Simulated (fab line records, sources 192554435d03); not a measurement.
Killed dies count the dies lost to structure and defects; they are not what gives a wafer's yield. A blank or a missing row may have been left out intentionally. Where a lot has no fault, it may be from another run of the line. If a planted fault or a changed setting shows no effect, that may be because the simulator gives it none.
Lot-split experiment | flow n5-finfet | on a route of 1938 steps: 7 lots, 39 wafers read

== THE SPLIT ==
At N5_DUMMY_GATE_ETCH_31 (etches SiO2 in C4F6/O2, target depth 82.5 nm, time 27.5 s), the setting target-depth-a was moved away from the recipe's 825 angstrom on 18 of the 39 wafers read, by -12.5% to +12.9%. This setting was run at the recipe's value on the other wafers.

The split's own step is where the reading is taken.

== THE READING ==
SOC_of_DUMMY_GATE_COAT_34.thk-nm (the simulator's own value, which no gauge read), in nm, at N5_DUMMY_GATE_ETCH_31 (etches SiO2 in C4F6/O2, target depth 82.5 nm, time 27.5 s). No usual value for it is given in the file. Across the 21 wafers here that went through the recipe, the average is 51.8 nm and the standard deviation 0.29 nm.

wafer  | tool, chamber at the split | target-depth-a as run, angstrom | against the recipe | SOC_of_DUMMY_GATE_COAT_34.thk-nm, nm | against lot-mates on the recipe
L074.1 | rie-diel-04, 2             | 825                             | recipe             | 52                                   | -
L074.2 | rie-diel-04, 1             | 921.2                           | +11.7%             | 51.2                                 | -0.8
L074.3 | rie-diel-04, 3             | 921.2                           | +11.7%             | 51.2                                 | -0.8
L074.4 | rie-diel-04, 0             | 825                             | recipe             | 52                                   | -
L074.5 | rie-diel-04, 2             | 921.2                           | +11.7%             | 51                                   | -1.0
L074.6 | rie-diel-04, 3             | 825                             | recipe             | 52                                   | -
L075.2 | rie-diel-06, 2             | 825                             | recipe             | 51.8                                 | -
L075.3 | rie-diel-06, 1             | 825                             | recipe             | 51.6                                 | -
L075.6 | rie-diel-06, 0             | 825                             | recipe             | 51.8                                 | -
L078.1 | rie-diel-04, 2             | 897.2                           | +8.8%              | 50.6                                 | -0.9
L078.2 | rie-diel-04, 0             | 825                             | recipe             | 51.4                                 | -
L078.3 | rie-diel-04, 3             | 825                             | recipe             | 51.4                                 | -
L078.4 | rie-diel-04, 1             | 825                             | recipe             | 51.6                                 | -
L078.5 | rie-diel-04, 1             | 897.2                           | +8.8%              | 50.8                                 | -0.7
L078.6 | rie-diel-04, 2             | 897.2                           | +8.8%              | 50.6                                 | -0.9
L082.1 | rie-diel-04, 1             | 825                             | recipe             | 51.8                                 | -
L082.2 | rie-diel-04, 2             | 931.8                           | +12.9%             | 50.2                                 | -1.4
L082.3 | rie-diel-04, 0             | 931.8                           | +12.9%             | 50.6                                 | -1.0
L082.4 | rie-diel-04, 3             | 825                             | recipe             | 51.4                                 | -
L082.5 | rie-diel-04, 0             | 825                             | recipe             | 51.6                                 | -
L082.6 | rie-diel-04, 1             | 931.8                           | +12.9%             | 50.8                                 | -0.8
L083.1 | rie-diel-06, 0             | 790.6                           | -4.2%              | 52.6                                 | +0.6
L083.2 | rie-diel-06, 2             | 825                             | recipe             | 52                                   | -
L083.3 | rie-diel-06, 1             | 790.6                           | -4.2%              | 52.2                                 | +0.2
L083.4 | rie-diel-06, 3             | 825                             | recipe             | 51.8                                 | -
L083.5 | rie-diel-06, 2             | 790.6                           | -4.2%              | 52.2                                 | +0.2
L083.6 | rie-diel-06, 3             | 825                             | recipe             | 52.2                                 | -
L096.1 | rie-diel-02, 0             | 825                             | recipe             | 52.4                                 | -
L096.2 | rie-diel-02, 3             | 721.5                           | -12.5%             | 53.2                                 | +0.9
L096.3 | rie-diel-02, 1             | 721.5                           | -12.5%             | 53.4                                 | +1.1
L096.4 | rie-diel-02, 2             | 825                             | recipe             | 52.2                                 | -
L096.5 | rie-diel-02, 3             | 825                             | recipe             | 52.2                                 | -
L096.6 | rie-diel-02, 0             | 721.5                           | -12.5%             | 53.4                                 | +1.1
L097.1 | rie-diel-06, 1             | 825                             | recipe             | 51.8                                 | -
L097.2 | rie-diel-06, 2             | 752.5                           | -8.8%              | 52.4                                 | +0.8
L097.3 | rie-diel-06, 0             | 752.5                           | -8.8%              | 52.4                                 | +0.8
L097.4 | rie-diel-06, 3             | 825                             | recipe             | 51.4                                 | -
L097.5 | rie-diel-06, 1             | 825                             | recipe             | 51.6                                 | -
L097.6 | rie-diel-06, 2             | 752.5                           | -8.8%              | 52.4                                 | +0.8

FIT RESULTS
A straight line over all 39 wafers: SOC_of_DUMMY_GATE_COAT_34.thk-nm changes by -0.0966 nm for each +1% of target-depth-a; r = -0.91; the points scatter about the line by 0.31 nm.
The same after taking each lot's own level away (the mean of its wafers on the recipe; 39 wafers): -0.0835 nm for each +1%; r = -0.97; scatter 0.14 nm.
According to that fit, moving target-depth-a by its largest amount changes the reading by 1.1 nm.
Measured against the standard deviation above, the lots' own levels, which go from 51.47 to 52.27 nm, span 2.7 times it.
Hence the slope depends on the lot-to-lot level, as the two fits are not the same.
Check: with one of the wafers moved furthest among these (+12.9%) left out of the fit, the line predicts -1.03 nm for it against its lot-mates. Against them it came out at -1.4 nm.

== OTHER SPLITS APPLIED TO THESE WAFERS ==
These wafers also went through other splits before the reading. Each is held against what the fit with the lots' levels taken away leaves over:
other split on the same wafers               | wafers away from the commonest value | r with SOC_of_DUMMY_GATE_COAT_34.thk-nm (lot level and that fit taken away)
N5_PMOS_HMC_CHANNEL_EPI_EPI_20 pressure-torr | 24                                   | -0.13
N5_DUMMY_GATE_ETCH_37 source-w               | 15                                   | +0.09

== THE WHOLE CHAIN: every reading that the file lists as answering this split, in the file's order ==
step                  | what it does                                              | reading                                                                           | change (the file's fit)                | r (the file's)
N5_DUMMY_GATE_ETCH_31 | etches SiO2 in C4F6/O2, target depth 82.5 nm, time 27.5 s | etch.depth-nm (the simulator's own value, which no gauge read)                    | +0.864 nm for each +1% of the setting  | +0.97
N5_DUMMY_GATE_ETCH_31 | etches SiO2 in C4F6/O2, target depth 82.5 nm, time 27.5 s | SOC_of_DUMMY_GATE_COAT_34.thk-nm (the simulator's own value, which no gauge read) | -0.0834 nm for each +1% of the setting | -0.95

== THE FILE'S OWN FIT ==
SOC_of_DUMMY_GATE_COAT_34.thk-nm changes by -0.0834 nm for each +1% of target-depth-a, r = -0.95.
